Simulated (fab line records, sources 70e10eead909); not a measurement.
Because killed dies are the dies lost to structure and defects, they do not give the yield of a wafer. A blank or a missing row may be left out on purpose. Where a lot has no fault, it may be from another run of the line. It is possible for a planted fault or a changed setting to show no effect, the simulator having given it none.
Matching of chambers :: flow nandHarc :: NHARC_A_CONTACT_ETCH_31 on rieDiel-01: 4 sister chambers
The step etches the open film in O2/COS, target depth 2000 nm, time 520 s. 18 wafers are shown with their chamber, then 8 later ones without.

EACH WAFER AND ITS CHAMBER
wafer: L349.1
chamber: 1
showerheadPlenumPTorr (Torr): 3.23
drypumpMotorCurrentA (A): 5.7
runLengthS (s): 541.5

wafer: L349.3
chamber: 2
showerheadPlenumPTorr (Torr): 2.94
drypumpMotorCurrentA (A): 5.6
runLengthS (s): 540.5

wafer: L349.4
chamber: 3
showerheadPlenumPTorr (Torr): 3.25
drypumpMotorCurrentA (A): 5.6
runLengthS (s): 540.8

wafer: L348.4
chamber: 0
showerheadPlenumPTorr (Torr): 3.19
drypumpMotorCurrentA (A): 5.3
runLengthS (s): 540.6

wafer: L348.5
chamber: 2
showerheadPlenumPTorr (Torr): 2.94
drypumpMotorCurrentA (A): 5.6
runLengthS (s): 540.7

wafer: L348.6
chamber: 1
showerheadPlenumPTorr (Torr): 3.23
drypumpMotorCurrentA (A): 5.7
runLengthS (s): 541.9

wafer: L351.1
chamber: 1
showerheadPlenumPTorr (Torr): 3.22
drypumpMotorCurrentA (A): 5.7
runLengthS (s): 541.5

wafer: L351.2
chamber: 2
showerheadPlenumPTorr (Torr): 2.94
drypumpMotorCurrentA (A): 5.6
runLengthS (s): 540.3

wafer: L351.5
chamber: 3
showerheadPlenumPTorr (Torr): 3.25
drypumpMotorCurrentA (A): 5.6
runLengthS (s): 541.1

wafer: L355.1
chamber: 1
showerheadPlenumPTorr (Torr): 3.22
drypumpMotorCurrentA (A): 5.7
runLengthS (s): 541.7

wafer: L355.4
chamber: 3
showerheadPlenumPTorr (Torr): 3.24
drypumpMotorCurrentA (A): 5.6
runLengthS (s): 540.8

wafer: L355.5
chamber: 1
showerheadPlenumPTorr (Torr): 3.22
drypumpMotorCurrentA (A): 5.7
runLengthS (s): 541.8

wafer: L357.1
chamber: 2
showerheadPlenumPTorr (Torr): 2.94
drypumpMotorCurrentA (A): 5.5
runLengthS (s): 540.3

wafer: L357.2
chamber: 1
showerheadPlenumPTorr (Torr): 3.22
drypumpMotorCurrentA (A): 5.7
runLengthS (s): 542.0

wafer: L357.3
chamber: 0
showerheadPlenumPTorr (Torr): 3.18
drypumpMotorCurrentA (A): 5.3
runLengthS (s): 540.7

wafer: L365.2
chamber: 3
showerheadPlenumPTorr (Torr): 3.24
drypumpMotorCurrentA (A): 5.6
runLengthS (s): 540.9

wafer: L365.3
chamber: 1
showerheadPlenumPTorr (Torr): 3.22
drypumpMotorCurrentA (A): 5.7
runLengthS (s): 541.9

wafer: L365.4
chamber: 0
showerheadPlenumPTorr (Torr): 3.18
drypumpMotorCurrentA (A): 5.3
runLengthS (s): 540.9

SIGNATURES, as means of the wafers listed above
reading: showerheadPlenumPTorr
chamber 0: 3.1833
chamber 1: 3.2229
chamber 2: 2.9400
chamber 3: 3.2450
scatter within a chamber: 0.0047

reading: drypumpMotorCurrentA
chamber 0: 5.300
chamber 1: 5.700
chamber 2: 5.575
chamber 3: 5.600
scatter within a chamber: 0.0231

reading: runLengthS
chamber 0: 540.733
chamber 1: 541.757
chamber 2: 540.450
chamber 3: 540.900
scatter within a chamber: 0.18
Rule: for each reading, subtract the chamber's mean from the wafer's reading, divide by that reading's scatter and square the result; add these up over the readings and take the root, which gives the wafer's distance from the chamber. The wafer belongs to the nearest chamber; if the next one is less than 2 further off, it can't be placed. The scatter is the square root of a quotient: the sum, over the shown wafers, of each reading's squared deviation from its chamber's mean, divided by wafers minus chambers.

WAFERS WHOSE CHAMBER IS MISSING
wafer: L364.3
showerheadPlenumPTorr (Torr): 2.93
drypumpMotorCurrentA (A): 5.6
runLengthS (s): 540.4

wafer: L364.4
showerheadPlenumPTorr (Torr): 3.18
drypumpMotorCurrentA (A): 5.3
runLengthS (s): 540.7

wafer: L364.6
showerheadPlenumPTorr (Torr): 3.22
drypumpMotorCurrentA (A): 5.7
runLengthS (s): 542.2

wafer: L362.1
showerheadPlenumPTorr (Torr): 2.93
drypumpMotorCurrentA (A): 5.5
runLengthS (s): 540.4

wafer: L362.2
showerheadPlenumPTorr (Torr): 3.22
drypumpMotorCurrentA (A): 5.7
runLengthS (s): 541.5

wafer: L362.4
showerheadPlenumPTorr (Torr): 3.24
drypumpMotorCurrentA (A): 5.6
runLengthS (s): 540.8

wafer: L367.3
showerheadPlenumPTorr (Torr): 3.18
drypumpMotorCurrentA (A): 5.3
runLengthS (s): 541.2

wafer: L367.4
showerheadPlenumPTorr (Torr): 3.24
drypumpMotorCurrentA (A): 5.6
runLengthS (s): 541.0

WHICH CHAMBER EACH WENT THROUGH
wafer: L364.3
from the rows above: 2
in truth: 2

wafer: L364.4
from the rows above: 0
in truth: 0

wafer: L364.6
from the rows above: 1
in truth: 1

wafer: L362.1
from the rows above: 2
in truth: 2

wafer: L362.2
from the rows above: 1
in truth: 1

wafer: L362.4
from the rows above: 3
in truth: 3

wafer: L367.3
from the rows above: 0
in truth: 0

wafer: L367.4
from the rows above: 3
in truth: 3
Placed correctly: 8 of 8. Not placeable from these rows: 0. 0 placed wrongly.
